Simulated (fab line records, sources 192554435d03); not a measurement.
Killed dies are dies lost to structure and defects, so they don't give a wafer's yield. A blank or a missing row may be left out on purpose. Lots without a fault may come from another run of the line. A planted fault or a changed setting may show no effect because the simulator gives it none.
Which tool did it? | flow n5_finfet | 20 lots, 60 wafers sampled, at 6 steps of a route of 1938

WHAT THE GAUGES READ, wafer by wafer
The record holds no reading of a measuring or inspecting step that can be judged against a usual standard deviation.

WHICH TOOL RAN EACH LOT (tool, then ch and the chambers of the sampled wafers, then the start)
lot  | N5_DUMMY_GATE_ETCH_36             | N5_SD_EPI_P_ETCH_37               | N5_SD_EPI_P_ETCH_47               | N5_SD_EPI_P_ETCH_16               | N5_SDB_HM_OPEN_20                 | N5_SDB_CMP_30
L074 | rie_diel-04 ch 1,2,3, day 3 02:55 | rie_diel-04 ch 1,2,3, day 3 10:52 | rie_diel-04 ch 1,2,3, day 3 11:18 | rie_diel-04 ch 1,2,3, day 3 11:24 | rie_diel-06 ch 0,1, day 3 22:20   | cmp-04 ch 0,3, day 4 02:30
L075 | rie_diel-03 ch 2,3, day 3 09:01   | rie_diel-03 ch 0,1, day 3 17:41   | rie_diel-03 ch 0,1, day 3 18:07   | rie_diel-03 ch 0,1, day 3 18:13   | rie_diel-02 ch 0,1, day 4 05:26   | cmp-03 ch 2,3, day 4 08:45
L076 | rie_diel-03 ch 1,2,3, day 3 18:31 | rie_diel-03 ch 0,2,3, day 4 01:24 | rie_diel-03 ch 0,2,3, day 4 01:49 | rie_diel-03 ch 0,2,3, day 4 01:55 | rie_diel-06 ch 0,2,3, day 4 14:02 | cmp-02 ch 0,1,3, day 4 17:27
L077 | rie_diel-01 ch 0,1,3, day 3 22:26 | rie_diel-03 ch 0,3, day 4 07:10   | rie_diel-03 ch 0,3, day 4 07:35   | rie_diel-03 ch 0,3, day 4 07:41   | rie_diel-06 ch 0,2, day 4 18:56   | cmp-03 ch 2,3, day 5 00:14
L079 | rie_diel-03 ch 0,1,2, day 4 05:20 | rie_diel-04 ch 0,1,3, day 4 12:58 | rie_diel-04 ch 0,1,3, day 4 13:24 | rie_diel-04 ch 0,1,3, day 4 13:30 | rie_diel-05 ch 0,1,3, day 5 01:38 | cmp-04 ch 1,2,3, day 5 05:10
L080 | rie_diel-03 ch 0,1,2, day 4 10:22 | rie_diel-01 ch 1,2,3, day 4 17:26 | rie_diel-01 ch 1,2,3, day 4 17:52 | rie_diel-01 ch 1,2,3, day 4 17:58 | rie_diel-02 ch 0,3, day 5 05:17   | cmp-02 ch 1,2,3, day 5 08:40
L081 | rie_diel-04 ch 1,2, day 4 15:41   | rie_diel-01 ch 0,1,2, day 4 22:59 | rie_diel-01 ch 0,1,2, day 4 23:25 | rie_diel-01 ch 0,1,2, day 4 23:31 | rie_diel-06 ch 0,3, day 5 10:29   | cmp-02 ch 0,1, day 5 14:43
L082 | rie_diel-03 ch 1,2, day 4 21:04   | rie_diel-03 ch 1,3, day 5 05:07   | rie_diel-03 ch 1,3, day 5 05:32   | rie_diel-03 ch 1,3, day 5 05:38   | rie_diel-02 ch 0,3, day 5 16:38   | cmp-04 ch 1,2, day 5 19:56
L083 | rie_diel-03 ch 1,3, day 5 06:13   | rie_diel-01 ch 0,1,3, day 5 13:31 | rie_diel-01 ch 0,1,3, day 5 14:08 | rie_diel-01 ch 0,1,3, day 5 14:14 | rie_diel-02 ch 1,2, day 6 01:19   | cmp-03 ch 2,3, day 6 04:41
L085 | rie_diel-03 ch 0,2,3, day 5 21:20 | rie_diel-03 ch 1,2, day 6 05:35   | rie_diel-03 ch 1,2, day 6 06:01   | rie_diel-03 ch 1,2, day 6 06:07   | rie_diel-06 ch 0,1,3, day 6 19:04 | cmp-03 ch 0,3, day 6 23:07
L086 | rie_diel-03 ch 0,1,2, day 6 02:24 | rie_diel-04 ch 0,1,2, day 6 10:14 | rie_diel-04 ch 0,1,2, day 6 10:40 | rie_diel-04 ch 0,1,2, day 6 10:46 | rie_diel-06 ch 0,1,2, day 6 21:55 | cmp-04 ch 0,2,3, day 7 02:11
L087 | rie_diel-01 ch 1,2,3, day 6 06:28 | rie_diel-03 ch 0,2,3, day 6 13:16 | rie_diel-03 ch 0,2,3, day 6 13:42 | rie_diel-03 ch 0,2,3, day 6 13:48 | rie_diel-06 ch 0,3, day 7 02:07   | cmp-04 ch 1,2,3, day 7 05:32
L090 | rie_diel-04 ch 0,1,2, day 6 21:00 | rie_diel-04 ch 0,1,3, day 7 04:19 | rie_diel-04 ch 0,1,3, day 7 04:44 | rie_diel-04 ch 0,1,3, day 7 04:50 | rie_diel-06 ch 1,2, day 7 15:59   | cmp-02 ch 0,1,3, day 7 20:07
L091 | rie_diel-03 ch 0,1,3, day 7 03:30 | rie_diel-04 ch 1,2,3, day 7 09:59 | rie_diel-04 ch 1,2,3, day 7 10:25 | rie_diel-04 ch 1,2,3, day 7 10:31 | rie_diel-06 ch 0,1,2, day 7 22:42 | cmp-02 ch 0,2,3, day 8 02:15
L092 | rie_diel-03 ch 0,1,2, day 7 10:04 | rie_diel-03 ch 0,3, day 7 17:52   | rie_diel-03 ch 0,3, day 7 18:18   | rie_diel-03 ch 0,3, day 7 18:24   | rie_diel-02 ch 0,1,3, day 8 06:44 | cmp-02 ch 1,2, day 8 10:03
L093 | rie_diel-01 ch 1,2,3, day 7 16:37 | rie_diel-01 ch 1,2,3, day 8 00:28 | rie_diel-01 ch 1,2,3, day 8 00:53 | rie_diel-01 ch 1,2,3, day 8 00:59 | rie_diel-02 ch 0,2, day 8 12:52   | cmp-02 ch 0,1,3, day 8 16:14
L094 | rie_diel-03 ch 1,2,3, day 7 23:36 | rie_diel-04 ch 0,3, day 8 06:58   | rie_diel-04 ch 0,3, day 8 07:24   | rie_diel-04 ch 0,3, day 8 07:30   | rie_diel-02 ch 0,1,2, day 8 19:28 | cmp-02 ch 1,2, day 8 22:51
L095 | rie_diel-03 ch 1,2,3, day 8 06:25 | rie_diel-03 ch 0,1,3, day 8 13:29 | rie_diel-03 ch 0,1,3, day 8 13:55 | rie_diel-03 ch 0,1,3, day 8 14:01 | rie_diel-06 ch 0,1,3, day 9 02:16 | cmp-02 ch 0,2,3, day 9 06:01
L096 | rie_diel-04 ch 0,1,2, day 8 09:44 | rie_diel-01 ch 1,2, day 8 18:50   | rie_diel-01 ch 1,2, day 8 19:16   | rie_diel-01 ch 1,2, day 8 19:22   | rie_diel-05 ch 0,2,3, day 9 06:42 | cmp-02 ch 0,1, day 9 10:05
L097 | rie_diel-01 ch 1,3, day 8 16:34   | rie_diel-03 ch 0,1,2, day 8 23:52 | rie_diel-03 ch 0,1,2, day 9 00:17 | rie_diel-03 ch 0,1,2, day 9 00:23 | rie_diel-02 ch 1,3, day 9 13:16   | cmp-03 ch 0,1,2, day 9 16:35
- N5_DUMMY_GATE_ETCH_36: etches SiARC in CF4, target depth 13 nm.
- N5_SD_EPI_P_ETCH_37: etches SOC in N2/H2, overetch 108 nm, time 486 s.
- N5_SD_EPI_P_ETCH_47: etches SiOCN in CH3F/O2, target depth 25 nm.
- N5_SD_EPI_P_ETCH_16: etches SiO2 in CHF3/O2, target depth 5 nm.
- N5_SDB_HM_OPEN_20: chemistry CH3F/O2, target SiNx, stops on poly-Si, target depth 24 nm.
- N5_SDB_CMP_30: polishes, stops on poly-Si, t overpolish 1.54 s, target thk 30 nm.

WHAT THE TOOLS THEMSELVES READ (means of the sampled wafers that have a number; where no wafer has one, the mark that the record gives instead)
N5_DUMMY_GATE_ETCH_36. Usual: cf4_flow_sccm 99.98 sccm, standard deviation 0.28; drypump_motor_current_A 5.5 A, standard deviation 0.48; oes_product_au 0.81 a.u., standard deviation 0.089; rf_vpp_V 183.8 V, standard deviation 1; showerhead_plenum_p_Torr 2.13 Torr, standard deviation 0.065; throttle_valve_pct 15.65 %, standard deviation 0.19.
lot  | tool        | cf4_flow_sccm (sccm) | drypump_motor_current_A (A) | oes_product_au (a.u.) | rf_vpp_V (V) | showerhead_plenum_p_Torr (Torr) | throttle_valve_pct (%) | flag
L074 | rie_diel-04 | 99.96                | 5.6                         | 0.78                  | 183.3        | 2.11                            | 15.54                  |
L075 | rie_diel-03 | 99.53                | 5.4                         | 0.87                  | 183.6        | 2.16                            | 15.62                  |
L076 | rie_diel-03 | 100.06               | 5.6                         | 0.85                  | 183.7        | 2.14                            | 15.68                  |
L077 | rie_diel-01 | 100.14               | 5.3                         | 0.72                  | 183.5        | 2.10                            | 15.82                  |
L079 | rie_diel-03 | 99.96                | 5.2                         | 0.77                  | 183.5        | 2.12                            | 15.73                  |
L080 | rie_diel-03 | 99.77                | 5.2                         | 0.77                  | 183.4        | 2.12                            | 15.75                  |
L081 | rie_diel-04 | 99.96                | 5.0                         | 0.74                  | 182.7        | 2.06                            | 15.49                  |
L082 | rie_diel-03 | 100.04               | 5.2                         | 0.82                  | 184.1        | 2.17                            | 15.71                  |
L083 | rie_diel-03 | 100.12               | 5.8                         | 0.80                  | 183.8        | 2.12                            | 15.76                  |
L085 | rie_diel-03 | 100.04               | 5.4                         | 0.90                  | 184.4        | 2.19                            | 15.54                  |
L086 | rie_diel-03 | 99.95                | 5.2                         | 0.86                  | 184.2        | 2.20                            | 15.61                  |
L087 | rie_diel-01 | 100.13               | 5.4                         | 0.80                  | 184.3        | 2.12                            | 15.62                  |
L090 | rie_diel-04 | 100.12               | 5.2                         | 0.81                  | 184.1        | 2.11                            | 15.54                  |
L091 | rie_diel-03 | 100.06               | 5.6                         | 0.84                  | 183.6        | 2.17                            | 15.62                  |
L092 | rie_diel-03 | 100.10               | 5.2                         | 0.83                  | 184.5        | 2.19                            | 15.63                  |
L093 | rie_diel-01 | 99.86                | 5.4                         | 0.88                  | 183.5        | 2.12                            | 15.49                  |
L094 | rie_diel-03 | 99.92                | 5.6                         | 0.80                  | 184.3        | 2.13                            | 15.74                  |
L095 | rie_diel-03 | 99.85                | 5.6                         | 0.80                  | 183.8        | 2.13                            | 15.75                  |
L096 | rie_diel-04 | 99.62                | 5.3                         | 0.81                  | 183.0        | 2.11                            | 15.56                  |
L097 | rie_diel-01 | 100.07               | 5.4                         | 0.88                  | 183.5        | 2.16                            | 15.49                  |

N5_SD_EPI_P_ETCH_37. Usual: drypump_motor_current_A 5.5 A, standard deviation 0.47; oes_product_au 0.71 a.u., standard deviation 0.08; rf_vpp_V 240.4 V, standard deviation 1.3; showerhead_plenum_p_Torr 2.51 Torr, standard deviation 0.079; throttle_valve_pct 23.8 %, standard deviation 0.34.
lot  | tool        | drypump_motor_current_A (A) | oes_product_au (a.u.) | rf_vpp_V (V) | showerhead_plenum_p_Torr (Torr) | throttle_valve_pct (%) | flag
L074 | rie_diel-04 | 5.6                         | 0.70                  | 240.2        | 2.52                            | 24.1                   |
L075 | rie_diel-03 | 5.4                         | 0.65                  | 240.2        | 2.47                            | 23.8                   |
L076 | rie_diel-03 | 5.4                         | 0.73                  | 239.7        | 2.48                            | 23.5                   |
L077 | rie_diel-03 | 5.8                         | 0.74                  | 239.4        | 2.45                            | 23.6                   |
L079 | rie_diel-04 | 5.8                         | 0.69                  | 240.6        | 2.57                            | 24.0                   |
L080 | rie_diel-01 | 5.4                         | 0.64                  | 240.7        | 2.50                            | 23.8                   |
L081 | rie_diel-01 | 5.3                         | 0.65                  | 239.9        | 2.43                            | 24.0                   |
L082 | rie_diel-03 | 5.8                         | 0.70                  | 240.6        | 2.52                            | 24.0                   |
L083 | rie_diel-01 | 5.4                         | 0.64                  | 239.9        | 2.47                            | 23.9                   |
L085 | rie_diel-03 | 5.3                         | 0.72                  | 241.0        | 2.55                            | 23.8                   |
L086 | rie_diel-04 | 5.3                         | 0.75                  | 240.7        | 2.52                            | 23.9                   |
L087 | rie_diel-03 | 5.4                         | 0.79                  | 241.1        | 2.57                            | 23.5                   |
L090 | rie_diel-04 | 5.8                         | 0.75                  | 241.3        | 2.56                            | 24.0                   |
L091 | rie_diel-04 | 5.6                         | 0.68                  | 239.7        | 2.51                            | 24.1                   |
L092 | rie_diel-03 | 5.8                         | 0.79                  | 241.4        | 2.54                            | 23.6                   |
L093 | rie_diel-01 | 5.4                         | 0.78                  | 240.3        | 2.49                            | 23.7                   |
L094 | rie_diel-04 | 6.0                         | 0.73                  | 240.4        | 2.57                            | 24.2                   |
L095 | rie_diel-03 | 5.6                         | 0.74                  | 240.9        | 2.55                            | 23.7                   |
L096 | rie_diel-01 | 5.4                         | 0.78                  | 239.7        | 2.45                            | 23.8                   |
L097 | rie_diel-03 | 5.2                         | 0.73                  | 242.2        | 2.58                            | 23.7                   |

N5_SD_EPI_P_ETCH_47. Usual: drypump_motor_current_A 5.5 A, standard deviation 0.47; oes_product_au 0.80 a.u., standard deviation 0.092; rf_vpp_V 127.7 V, standard deviation 3; showerhead_plenum_p_Torr 1.98 Torr, standard deviation 0.067; throttle_valve_pct 16.38 %, standard deviation 0.21.
lot  | tool        | drypump_motor_current_A (A) | oes_product_au (a.u.) | rf_vpp_V (V) | showerhead_plenum_p_Torr (Torr) | throttle_valve_pct (%) | flag
L074 | rie_diel-04 | 5.6                         | 0.77                  | 127.4        | 1.97                            | 16.28                  |
L075 | rie_diel-03 | 5.4                         | 0.74                  | 127.0        | 1.96                            | 16.44                  |
L076 | rie_diel-03 | 5.4                         | 0.81                  | 125.6        | 1.96                            | 16.37                  |
L077 | rie_diel-03 | 5.8                         | 0.83                  | 126.1        | 1.95                            | 16.39                  |
L079 | rie_diel-04 | 5.8                         | 0.77                  | 127.6        | 2.02                            | 16.47                  |
L080 | rie_diel-01 | 5.4                         | 0.72                  | 128.4        | 1.99                            | 16.48                  |
L081 | rie_diel-01 | 5.3                         | 0.71                  | 129.8        | 1.92                            | 16.55                  |
L082 | rie_diel-03 | 5.8                         | 0.79                  | 129.4        | 1.98                            | 16.45                  |
L083 | rie_diel-01 | 5.4                         | 0.70                  | 126.2        | 1.96                            | 16.56                  |
L085 | rie_diel-03 | 5.2                         | 0.80                  | 126.9        | 2.01                            | 16.39                  |
L086 | rie_diel-04 | 5.2                         | 0.83                  | 128.1        | 1.98                            | 16.24                  |
L087 | rie_diel-03 | 5.4                         | 0.88                  | 126.5        | 2.04                            | 16.27                  |
L090 | rie_diel-04 | 5.8                         | 0.85                  | 128.5        | 2.02                            | 16.37                  |
L091 | rie_diel-04 | 5.6                         | 0.75                  | 127.2        | 1.96                            | 16.34                  |
L092 | rie_diel-03 | 5.8                         | 0.87                  | 126.9        | 2.02                            | 16.30                  |
L093 | rie_diel-01 | 5.4                         | 0.88                  | 127.9        | 1.98                            | 16.22                  |
L094 | rie_diel-04 | 6.1                         | 0.82                  | 128.0        | 2.02                            | 16.44                  |
L095 | rie_diel-03 | 5.6                         | 0.83                  | 126.5        | 2.02                            | 16.33                  |
L096 | rie_diel-01 | 5.3                         | 0.86                  | 132.1        | 1.94                            | 16.23                  |
L097 | rie_diel-03 | 5.2                         | 0.82                  | 126.0        | 2.04                            | 16.34                  |

N5_SD_EPI_P_ETCH_16. Usual: drypump_motor_current_A 5.5 A, standard deviation 0.46; oes_product_au 0.80 a.u., standard deviation 0.092; rf_vpp_V 526 V, standard deviation 12; showerhead_plenum_p_Torr 2.39 Torr, standard deviation 0.08; throttle_valve_pct 18.97 %, standard deviation 0.21.
lot  | tool        | drypump_motor_current_A (A) | oes_product_au (a.u.) | rf_vpp_V (V) | showerhead_plenum_p_Torr (Torr) | throttle_valve_pct (%) | flag
L074 | rie_diel-04 | 5.6                         | 0.77                  | 519          | 2.37                            | 18.84                  |
L075 | rie_diel-03 | 5.4                         | 0.74                  | 523          | 2.35                            | 18.99                  |
L076 | rie_diel-03 | 5.4                         | 0.81                  | 517          | 2.37                            | 18.96                  |
L077 | rie_diel-03 | 5.8                         | 0.83                  | 518          | 2.35                            | 19.02                  |
L079 | rie_diel-04 | 5.8                         | 0.77                  | 529          | 2.44                            | 19.05                  |
L080 | rie_diel-01 | 5.4                         | 0.72                  | 531          | 2.40                            | 19.05                  |
L081 | rie_diel-01 | 5.3                         | 0.71                  | 538          | 2.31                            | 19.09                  |
L082 | rie_diel-03 | 5.8                         | 0.79                  | 529          | 2.38                            | 19.02                  |
L083 | rie_diel-01 | 5.3                         | 0.71                  | 526          | 2.36                            | 19.11                  |
L085 | rie_diel-03 | 5.2                         | 0.80                  | 521          | 2.43                            | 18.99                  |
L086 | rie_diel-04 | 5.2                         | 0.83                  | 526          | 2.38                            | 18.85                  |
L087 | rie_diel-03 | 5.4                         | 0.89                  | 519          | 2.46                            | 18.89                  |
L090 | rie_diel-04 | 5.8                         | 0.84                  | 529          | 2.43                            | 18.97                  |
L091 | rie_diel-04 | 5.6                         | 0.75                  | 520          | 2.36                            | 18.88                  |
L092 | rie_diel-03 | 5.8                         | 0.88                  | 520          | 2.44                            | 18.93                  |
L093 | rie_diel-01 | 5.4                         | 0.88                  | 531          | 2.39                            | 18.82                  |
L094 | rie_diel-04 | 6.0                         | 0.82                  | 522          | 2.43                            | 19.04                  |
L095 | rie_diel-03 | 5.6                         | 0.83                  | 523          | 2.43                            | 18.93                  |
L096 | rie_diel-01 | 5.3                         | 0.85                  | 545          | 2.34                            | 18.82                  |
L097 | rie_diel-03 | 5.2                         | 0.82                  | 521          | 2.45                            | 18.91                  |

N5_SDB_HM_OPEN_20. Usual: drypump_motor_current_A 5.6 A, standard deviation 0.53; oes_product_au 0.65 a.u., standard deviation 0.069; rf_vpp_V 295 V, standard deviation 7.3; showerhead_plenum_p_Torr 2.03 Torr, standard deviation 0.043; throttle_valve_pct 16.3 %, standard deviation 0.33.
lot  | tool        | drypump_motor_current_A (A) | oes_product_au (a.u.) | rf_vpp_V (V) | showerhead_plenum_p_Torr (Torr) | throttle_valve_pct (%) | flag
L074 | rie_diel-06 | 5.7                         | 0.66                  | 290          | 2.07                            | 16.3                   |
L075 | rie_diel-02 | 6.1                         | 0.63                  | 302          | 2.06                            | 16.6                   |
L076 | rie_diel-06 | 5.2                         | 0.66                  | 296          | 2.03                            | 16.2                   |
L077 | rie_diel-06 | 5.3                         | 0.61                  | 292          | 2.07                            | 16.5                   |
L079 | rie_diel-05 | 5.6                         | 0.62                  | 292          | 2.01                            | 16.2                   |
L080 | rie_diel-02 | 5.6                         | 0.57                  | 291          | 2.07                            | 16.7                   |
L081 | rie_diel-06 | 5.0                         | 0.74                  | 297          | 2.00                            | 16.0                   |
L082 | rie_diel-02 | 5.9                         | 0.59                  | 298          | 2.06                            | 16.7                   |
L083 | rie_diel-02 | 5.5                         | 0.62                  | 296          | 2.04                            | 16.6                   |
L085 | rie_diel-06 | 5.5                         | 0.70                  | 296          | 2.02                            | 16.1                   |
L086 | rie_diel-06 | 5.7                         | 0.63                  | 295          | 2.05                            | 16.3                   |
L087 | rie_diel-06 | 5.0                         | 0.71                  | 296          | 2.00                            | 16.1                   |
L090 | rie_diel-06 | 6.1                         | 0.73                  | 298          | 2.03                            | 15.9                   |
L091 | rie_diel-06 | 5.7                         | 0.69                  | 295          | 2.05                            | 16.2                   |
L092 | rie_diel-02 | 5.8                         | 0.59                  | 295          | 2.04                            | 16.7                   |
L093 | rie_diel-02 | 5.5                         | 0.58                  | 297          | 2.07                            | 16.6                   |
L094 | rie_diel-02 | 5.7                         | 0.58                  | 298          | 2.05                            | 16.6                   |
L095 | rie_diel-06 | 5.5                         | 0.66                  | 295          | 2.02                            | 16.1                   |
L096 | rie_diel-05 | 5.9                         | 0.65                  | 289          | 1.97                            | 16.3                   |
L097 | rie_diel-02 | 5.4                         | 0.73                  | 289          | 2.03                            | 16.5                   |

N5_SDB_CMP_30. Usual: motor_current_A 12.1 A, standard deviation 1.2; overpolish_run_s 1.542 s, standard deviation 0.0089; time_to_endpoint_s 16.1 s, standard deviation 3.
lot  | tool   | motor_current_A (A) | overpolish_run_s (s) | time_to_endpoint_s (s) | flag
L074 | cmp-04 | 12.7                | 1.543                | 14.0                   |
L075 | cmp-03 | 11.7                | 1.544                | 13.7                   |
L076 | cmp-02 | 12.2                | 1.542                | 14.2                   |
L077 | cmp-03 | 12.1                | 1.550                | 16.0                   |
L079 | cmp-04 | 12.6                | 1.542                | 15.4                   |
L080 | cmp-02 | 11.0                | 1.540                | 17.4                   |
L081 | cmp-02 | 11.9                | 1.549                | 17.0                   |
L082 | cmp-04 | 13.1                | 1.535                | 18.0                   |
L083 | cmp-03 | 11.7                | 1.537                | 16.5                   |
L085 | cmp-03 | 11.7                | 1.551                | 14.1                   |
L086 | cmp-04 | 12.1                | 1.543                | 16.4                   |
L087 | cmp-04 | 12.5                | 1.541                | 18.3                   |
L090 | cmp-02 | 12.0                | 1.544                | 15.6                   |
L091 | cmp-02 | 11.0                | 1.541                | 18.0                   |
L092 | cmp-02 | 10.0                | 1.559                | 18.1                   |
L093 | cmp-02 | 12.1                | 1.540                | 14.9                   |
L094 | cmp-02 | 10.0                | 1.538                | 17.1                   |
L095 | cmp-02 | 11.5                | 1.541                | 18.5                   |
L096 | cmp-02 | 11.6                | 1.539                | 16.6                   |
L097 | cmp-03 | 12.9                | 1.535                | 13.9                   |

THE ANSWER, worked out from the rows above alone
Rule: a lot is off if the mean of its wafers that have a number lies more than 3 standard deviations from the usual mean. A lot without any number at a reading at which 4 lots or more have one is off too. The other lots that the step has rows for count as sound. The gauges are gone through in route order, then the tools' own readings, and for those a lot's mean is taken as printed above. The first step at which some lot is off is used, and at that step the reading that is off furthest; a lot without a number counts as furthest.
No lot is off at any reading shown: from this, nothing can be told.

WHAT THE SIMULATOR HAD PUT IN
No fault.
